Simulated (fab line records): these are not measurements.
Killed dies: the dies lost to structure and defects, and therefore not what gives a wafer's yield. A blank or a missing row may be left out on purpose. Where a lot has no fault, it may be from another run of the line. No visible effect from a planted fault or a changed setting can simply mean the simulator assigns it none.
fab line records -- flow n5Finfet
record: lots: 6, wafers: 18, lastDay: 19
route steps=1938 shown MOL_CONTACT_COAG@594 BEOL_M4@1111
lots that met no fault: from a run of the same line without faults
startH: hours from the record's opening day to when the first of the lot's shown wafers began -- waitH: hours elapsed since this lot's preceding step -- " identical to the entry in the row above -- L1.1+2: one row covering several wafers at once -- - value missing, or start not given -- * or withheld: withheld -- < > ~ a bound
route shown NAME@n: names a module that has steps shown in the file, with the first one's number in the route -- usual: mean/standard deviation taken from wafers without a fault -- same: alike in all rows -- chamber/n: place in a boat -- sites: readings site by site -- _std_site: standard deviation across them -- _edge_site: outer sites' mean less inner sites' -- radiusMm: how far each site lies from the wafer's centre -- mask NAME#n: copy n -- behind: the tool/chamber that last shaped the wafer -- hold: reason for holding the lot/hours on hold/outcome of the hold -- device: the transistor (n, p or np) that didn't switch -- end of line: tests run on the same wafers once the route is complete -- for a step that has no rows: nothing shown but its recipe -- killed: at the first sort, the dies lost to defects and structure; wafer yield is something else -- map: shows each die of a wafer: x if killed, . if not, _ if none is there
set.NAME: the setting that was run; set.NAME@STEP: the one run at that earlier step -- model.NAME: the simulator's own value behind a step, which no gauge read
lots at some steps of the route; a table a step, a row a wafer
services: when a tool's chamber went out of use (startH, in hours from the record's first day, below 0 if earlier), for how many hours, and the reason
== steps ==
step: N5_MOL_CONTACT_COAG_COAT_63
recipe: resist: SiARC, tempC: 220, timeS: 60, spinRpm: 1500, resistThkNm: 10
step: N5_MOL_CONTACT_COAG_COAT_64
recipe: resist: underlayer, tempC: 205, timeS: 60, spinRpm: 1500, resistThkNm: 10
step: N5_MOL_CONTACT_COAG_COAT_34
recipe: resist: CAR-EUV, spinRpm: 1500, resistThkNm: 40
step: N5_MOL_CONTACT_COAG_EBR_36
recipe: solvent: PGMEA, ebrWidthMm: 1.5
step: N5_MOL_CONTACT_COAG_SOFTBAKE_35
recipe: tempC: 110, timeS: 60, resist: CAR-EUV
step: N5_MOL_CONTACT_COAG_EXPOSE_37
recipe: maskId: VD, na: 0.33, sourceShape: annular, sigmaInner: 0.3, sigmaOuter: 0.7, polarization: unpolarized, defocusNm: 0, doseMj: 62
step: N5_MOL_CONTACT_COAG_PEB_38
recipe: pebTempC: 100, pebTimeS: 60, resist: CAR-EUV
step: N5_MOL_CONTACT_COAG_DEVELOP_39
recipe: developTimeS: 30, developer: TMAH, resist: CAR-EUV, rinseLiquid: surfactantRinse, dry: airSpin, devTempC: 23
step: N5_MOL_CONTACT_COAG_CD_MEAS_40
recipe: targetCdNm: 25.1, landingEnergyEv: 500, detector: seInlens, polarity: opening
usual: cdNm: 24.99/0.22
lot.wafer,tool,chamber,startH,waitH,cdNm
L289.1,cdSem-01,0,109.30,-,25.24
L289.4,cdSem-01,0,109.30,-,24.87
L289.6,cdSem-01,0,109.30,-,25.22
L293.2,cdSem-01,0,128.32,-,24.59
L293.4,cdSem-01,0,128.32,-,25.12
L293.5,cdSem-01,0,128.32,-,25.18
L296.3,cdSem-02,0,153.72,-,24.93
L296.4,cdSem-02,0,153.72,-,25.07
L296.5,cdSem-02,0,153.72,-,25.15
L298.2,cdSem-02,0,157.00,-,24.99
L298.3,cdSem-02,0,157.00,-,25.26
L298.4,cdSem-02,0,157.00,-,24.99
L307.2,cdSem-02,0,215.76,-,24.85
L307.4,cdSem-02,0,215.76,-,24.99
L307.6,cdSem-02,0,215.76,-,25.07
L310.2,cdSem-03,0,230.69,-,24.92
L310.5,cdSem-03,0,230.69,-,24.88
L310.6,cdSem-03,0,230.69,-,24.86
step: N5_MOL_CONTACT_COAG_OVL_MEAS_41
recipe: pointsPerWafer: 522
usual: VD_OVL: -0.1/0.71
lot.wafer,tool,chamber,startH,waitH,VD_OVL[nm]
L289.1,overlay-02,0,109.33,0.0,1.0
L289.4,overlay-02,0,109.33,0.0,-0.2
L289.6,overlay-02,0,109.33,0.0,0.9
L293.2,overlay-01,0,128.35,0.0,0.2
L293.4,overlay-01,0,128.35,0.0,0.8
L293.5,overlay-01,0,128.35,0.0,0.6
L296.3,overlay-02,0,153.76,0.0,0.2
L296.4,overlay-02,0,153.76,0.0,0.1
L296.5,overlay-02,0,153.76,0.0,0.0
L298.2,overlay-01,0,157.04,0.0,0.1
L298.3,overlay-01,0,157.04,0.0,1.2
L298.4,overlay-01,0,157.04,0.0,0.5
L307.2,overlay-01,0,215.80,0.0,-0.4
L307.4,overlay-01,0,215.80,0.0,0.0
L307.6,overlay-01,0,215.80,0.0,-0.3
L310.2,overlay-01,0,230.73,0.0,0.3
L310.5,overlay-01,0,230.73,0.0,0.0
L310.6,overlay-01,0,230.73,0.0,0.2
step: N5_MOL_CONTACT_COAG_INSPECT_42
recipe: mode: adi, inspectInstrument: brightfield
usual: rawDefectCount: 207/46
lot.wafer,tool,chamber,startH,waitH,rawDefectCount
L289.1,defectInspect-01,-,109.39,0.1,280
L289.4,defectInspect-01,-,109.39,0.1,304
L289.6,defectInspect-01,-,109.39,0.1,250
L293.2,defectInspect-02,-,128.40,0.0,220
L293.4,defectInspect-02,-,128.40,0.0,204
L293.5,defectInspect-02,-,128.40,0.0,315
L296.3,defectInspect-01,-,153.82,0.1,139
L296.4,defectInspect-01,-,153.82,0.1,186
L296.5,defectInspect-01,-,153.82,0.1,248
L298.2,defectInspect-01,-,157.09,0.0,221
L298.3,defectInspect-01,-,157.09,0.0,207
L298.4,defectInspect-01,-,157.09,0.0,214
L307.2,defectInspect-01,-,215.85,0.0,131
L307.4,defectInspect-01,-,215.85,0.0,233
L307.6,defectInspect-01,-,215.85,0.0,172
L310.2,defectInspect-01,-,230.78,0.0,216
L310.5,defectInspect-01,-,230.78,0.0,171
L310.6,defectInspect-01,-,230.78,0.0,157
step: N5_MOL_CONTACT_COAG_DESCUM_45
recipe: chemistry: O2, timeS: 7, sourcePowerW: 50, biasPowerW: 20, pressureMtorr: 20, rfFrequencyHz: 2.712e+07, tempC: 40, resist: CAR-EUV, o2FlowSccm: 225
usual: drypumpMotorCurrentA: 5.7/0.45, oesProductAu: 0.79/0.096, rfVppV: 243.4/1.1, showerheadPlenumPTorr: 2.11/0.051, throttleValvePct: 20.45/0.23
lot.wafer,tool,chamber,startH,waitH,drypumpMotorCurrentA,oesProductAu,rfHoursCounterH,rfVppV,showerheadPlenumPTorr,throttleValvePct
L289.1,rieDiel-02,1,109.48,0.1,5.0,0.71,203,242.1,2.08,20.48
L289.4,rieDiel-02,0,109.48,0.1,5.2,0.70,-,243.9,2.16,20.80
L289.6,rieDiel-02,3,109.48,0.1,6.4,0.69,-,241.3,1.97,20.68
L293.2,rieDiel-06,2,128.44,0.0,6.3,0.72,189,244.1,2.07,20.40
L293.4,rieDiel-06,1,128.44,0.0,5.7,0.88,24,244.4,2.11,19.96
L293.5,rieDiel-06,1,128.44,0.0,5.8,0.89,-,244.0,2.11,19.97
L296.3,rieDiel-02,2,153.85,0.0,5.8,0.89,35,245.0,2.13,20.37
L296.4,rieDiel-02,1,153.85,0.0,5.0,0.70,-,241.5,2.07,20.51
L296.5,rieDiel-02,3,153.85,0.0,6.4,0.98,-,244.8,2.23,20.23
L298.2,rieDiel-02,3,157.12,0.0,6.4,0.98,6,244.7,2.23,20.26
L298.3,rieDiel-02,2,157.12,0.0,5.8,0.87,-,243.4,2.13,20.36
L298.4,rieDiel-02,3,157.12,0.0,6.4,0.96,-,244.9,2.23,20.23
L307.2,rieDiel-06,2,215.88,0.0,6.3,0.70,214,242.8,2.06,20.44
L307.4,rieDiel-06,3,215.88,0.0,5.8,0.71,187,242.9,2.09,20.61
L307.6,rieDiel-06,3,215.88,0.0,5.8,0.72,-,243.4,2.09,20.63
L310.2,rieDiel-05,1,230.92,0.1,5.4,0.72,188,242.6,2.07,20.65
L310.5,rieDiel-05,0,230.92,0.1,6.2,0.70,-,244.0,2.10,20.81
L310.6,rieDiel-05,3,230.92,0.1,5.3,0.85,-,243.5,2.12,20.22
step: N5_MOL_CONTACT_COAG_ETCH_65
recipe: chemistry: N2/H2, target: underlayer, targetDepthA: 130, maskMaterial: CAR-EUV, timeS: 10.4, ionEnergyEv: 200, pressureMtorr: 30, sourceW: 840, biasW: 150, n2FlowSccm: 200, h2FlowSccm: 200, ends: cleared
usual: drypumpMotorCurrentA: 5.7/0.45, etchRfOnTimeS: 10.40/0.21, oesProductAu: 0.67/0.08, rfVppV: 524.5/1.9, showerheadPlenumPTorr: 2.56/0.063, throttleValvePct: 17.85/0.17
lot.wafer,tool,chamber,startH,waitH,drypumpMotorCurrentA,etchRfOnTimeS,oesProductAu,rfHoursCounterH,rfVppV,showerheadPlenumPTorr,throttleValvePct
L289.1,rieDiel-02,1,109.52,0.0,5.0,10.67,0.60,203,522.7,2.51,17.86
L289.4,rieDiel-02,0,109.52,0.0,5.2,10.25,0.61,-,527.6,2.61,18.11
L289.6,rieDiel-02,3,109.52,0.0,6.3,10.57,0.58,-,520.0,2.37,17.93
L293.2,rieDiel-06,2,128.47,0.0,6.3,10.63,0.61,189,523.6,2.52,17.87
L293.4,rieDiel-06,1,128.47,0.0,5.8,10.26,0.76,24,523.8,2.62,17.70
L293.5,rieDiel-06,1,128.47,0.0,5.7,10.23,0.76,-,525.2,2.62,17.71
L296.3,rieDiel-02,2,153.88,0.0,5.8,10.38,0.75,35,526.2,2.58,17.76
L296.4,rieDiel-02,1,153.88,0.0,4.9,13.38,0.52,-,522.6,2.50,17.88
L296.5,rieDiel-02,3,153.88,0.0,6.3,12.68,0.73,-,528.3,2.69,17.42
L298.2,rieDiel-02,3,157.18,0.0,6.4,12.90,0.72,6,528.4,2.69,17.44
L298.3,rieDiel-02,2,157.18,0.0,5.8,10.45,0.74,-,525.4,2.58,17.78
L298.4,rieDiel-02,3,157.18,0.0,6.4,12.82,0.73,-,528.9,2.69,17.40
L307.2,rieDiel-06,2,215.92,0.0,6.3,10.46,0.59,214,522.1,2.51,17.89
L307.4,rieDiel-06,3,215.92,0.0,5.8,10.30,0.62,187,523.1,2.51,17.82
L307.6,rieDiel-06,3,215.92,0.0,5.8,10.40,0.62,-,523.1,2.51,17.80
L310.2,rieDiel-05,1,230.95,0.0,5.4,10.38,0.62,188,522.3,2.53,18.10
L310.5,rieDiel-05,0,230.95,0.0,6.2,10.57,0.60,-,522.4,2.52,18.03
L310.6,rieDiel-05,3,230.95,0.0,5.3,10.11,0.73,-,524.9,2.60,17.86
step: N5_MOL_CONTACT_COAG_ETCH_66
recipe: chemistry: CF4, target: SiARC, targetDepthA: 130, maskMaterial: CAR-EUV, timeS: 21.7, ionEnergyEv: 80, pressureMtorr: 40, sourceW: 545, biasW: 36, Ar_flow_sccm: 100, cf4FlowSccm: 100, ends: cleared
usual: drypumpMotorCurrentA: 5.7/0.45, etchRfOnTimeS: 21.7/0.53, oesProductAu: 0.67/0.082, rfVppV: 184.2/1, showerheadPlenumPTorr: 2.16/0.051, throttleValvePct: 15.63/0.19
lot.wafer,tool,chamber,startH,waitH,drypumpMotorCurrentA,etchRfOnTimeS,oesProductAu,rfHoursCounterH,rfVppV,showerheadPlenumPTorr,throttleValvePct
L289.1,rieDiel-02,1,109.54,0.0,4.9,22.6,0.60,203,183.3,2.12,15.63
L289.4,rieDiel-02,0,109.54,0.0,5.2,21.9,0.61,-,183.7,2.21,15.93
L289.6,rieDiel-02,3,109.54,0.0,6.4,22.3,0.58,-,182.3,2.02,15.93
L293.2,rieDiel-06,2,128.49,0.0,6.3,22.3,0.60,189,182.8,2.13,15.78
L293.4,rieDiel-06,1,128.49,0.0,5.7,21.0,0.76,24,185.4,2.19,15.36
L293.5,rieDiel-06,1,128.49,0.0,5.7,20.9,0.77,-,185.0,2.19,15.36
L296.3,rieDiel-02,2,153.90,0.0,5.8,21.3,0.75,35,185.3,2.18,15.49
L296.4,rieDiel-02,1,153.90,0.0,4.9,22.4,0.60,-,182.7,2.11,15.70
L296.5,rieDiel-02,3,153.90,0.0,6.4,21.3,0.84,-,186.1,2.27,15.42
L298.2,rieDiel-02,3,157.21,0.0,6.4,21.2,0.82,6,186.2,2.27,15.44
L298.3,rieDiel-02,2,157.21,0.0,5.8,21.7,0.73,-,184.3,2.18,15.51
L298.4,rieDiel-02,3,157.21,0.0,6.4,21.2,0.82,-,184.9,2.27,15.45
L307.2,rieDiel-06,2,215.94,0.0,6.3,22.1,0.59,214,183.9,2.13,15.82
L307.4,rieDiel-06,3,215.94,0.0,5.8,21.3,0.63,187,183.2,2.12,15.70
L307.6,rieDiel-06,3,215.94,0.0,5.8,21.3,0.62,-,184.2,2.12,15.66
L310.2,rieDiel-05,1,230.97,0.0,5.4,21.3,0.62,188,184.8,2.12,15.86
L310.5,rieDiel-05,0,230.97,0.0,6.2,21.9,0.59,-,182.4,2.12,15.82
L310.6,rieDiel-05,3,230.97,0.0,5.3,20.8,0.74,-,185.8,2.17,15.35
step: N5_BEOL_M4_RC_MEAS_101
usual: DIBL_N: 36.0/1.6, DIBL_P: 35.8/2, IOFF_N: 0.152/0.03, IOFF_P: 0.20/0.031, ION_N: 670/12, ION_P: 459/7.4, SS_N: 71.5/0.56, SS_P: 73.2/0.64, VT_N: 251/3.5, VT_P: -252/3.3
lot.wafer,tool,chamber,startH,waitH,DIBL_N[mV/V],DIBL_P[mV/V],IOFF_N[nA/um],IOFF_P[nA/um],ION_N[uA/um],ION_P[uA/um],SS_N[mV/dec],SS_P[mV/dec],VT_N[mV],VT_P[mV]
L289.1,prober-02,0,203.67,0.0,35.3,33.7,0.129,0.17,662,457,71.2,72.3,254,-255
L289.4,prober-02,0,203.67,0.0,36.3,34.5,0.146,0.18,672,459,71.9,72.6,253,-252
L289.6,prober-02,0,203.67,0.0,37.2,35.6,0.158,0.21,677,464,71.4,72.8,251,-251
L293.2,prober-01,0,238.61,0.2,36.0,36.9,0.158,0.23,674,471,71.4,73.7,249,-247
L293.4,prober-01,0,238.61,0.2,36.6,37.6,0.160,0.24,669,457,71.3,73.4,250,-247
L293.5,prober-01,0,238.61,0.2,36.3,38.0,0.149,0.25,656,461,71.5,73.1,254,-248
L296.3,prober-01,0,246.25,0.3,37.4,37.2,0.158,0.20,676,463,72.6,73.1,250,-253
L296.4,prober-01,0,246.25,0.3,35.7,35.1,0.136,0.18,684,463,71.2,73.2,250,-253
L296.5,prober-01,0,246.25,0.3,34.2,34.1,0.114,0.16,658,457,71.5,71.8,257,-256
L298.2,prober-02,0,252.90,0.2,34.8,35.0,0.124,0.17,664,456,71.4,73.1,251,-256
L298.3,prober-02,0,252.90,0.2,34.8,35.0,0.128,0.16,663,452,70.9,72.8,250,-256
L298.4,prober-02,0,252.90,0.2,35.9,37.1,0.146,0.19,666,454,72.0,74.0,250,-253
L307.2,prober-02,0,317.56,0.2,37.7,36.7,0.184,0.21,675,455,72.8,73.7,248,-252
L307.4,prober-02,0,317.56,0.2,36.0,35.9,0.170,0.20,691,467,71.7,73.9,246,-252
L307.6,prober-02,0,317.56,0.2,36.8,35.5,0.168,0.19,677,458,72.2,73.3,249,-250
L310.2,prober-01,0,342.92,0.2,34.5,35.1,0.144,0.21,666,463,71.2,73.4,252,-252
L310.5,prober-01,0,342.92,0.2,34.5,33.8,0.140,0.19,667,457,71.4,72.7,251,-250
L310.6,prober-01,0,342.92,0.2,33.8,33.5,0.125,0.19,664,461,71.3,72.7,253,-250
== services ==
tool,chamber,startH,hours,kind
rieDiel-02,2,98.10,16.2,repair
rieDiel-02,3,114.42,-,clean
rieDiel-02,3,114.42,-,consumableReplace:focusRing
rieDiel-02,3,114.42,-,consumableReplace:showerhead
rieDiel-02,3,114.42,17.7,scheduledDown
rieDiel-02,3,114.42,17.7,ventCycle
rieDiel-05,3,118.81,5.5,repair
rieDiel-02,0,153.84,5.9,repair
rieDiel-02,1,156.34,5.9,repair
rieDiel-02,0,190.66,4.0,repair
rieDiel-02,2,212.97,7.8,repair
== key ==
firstSign: step: N5_MOL_CONTACT_COAG_ETCH_65, reading: etchRfOnTimeS, direction: up, sigmas: 12, usual: *, struck: *
effect none on later readings
metAt N5_MOL_CONTACT_COAG_ETCH_65
struckWafers L296.4,L296.5,L298.2,L298.4
onsetBetween 109.52 153.88
fault: kind: processParameterDrift, tool: rieDiel-02, chamber: -, onsetH: 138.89, steps: N5_MOL_CONTACT_COAG_ETCH_65, channel: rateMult, offset: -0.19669, shape: step, endH: 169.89, scope: struckWafersOnly
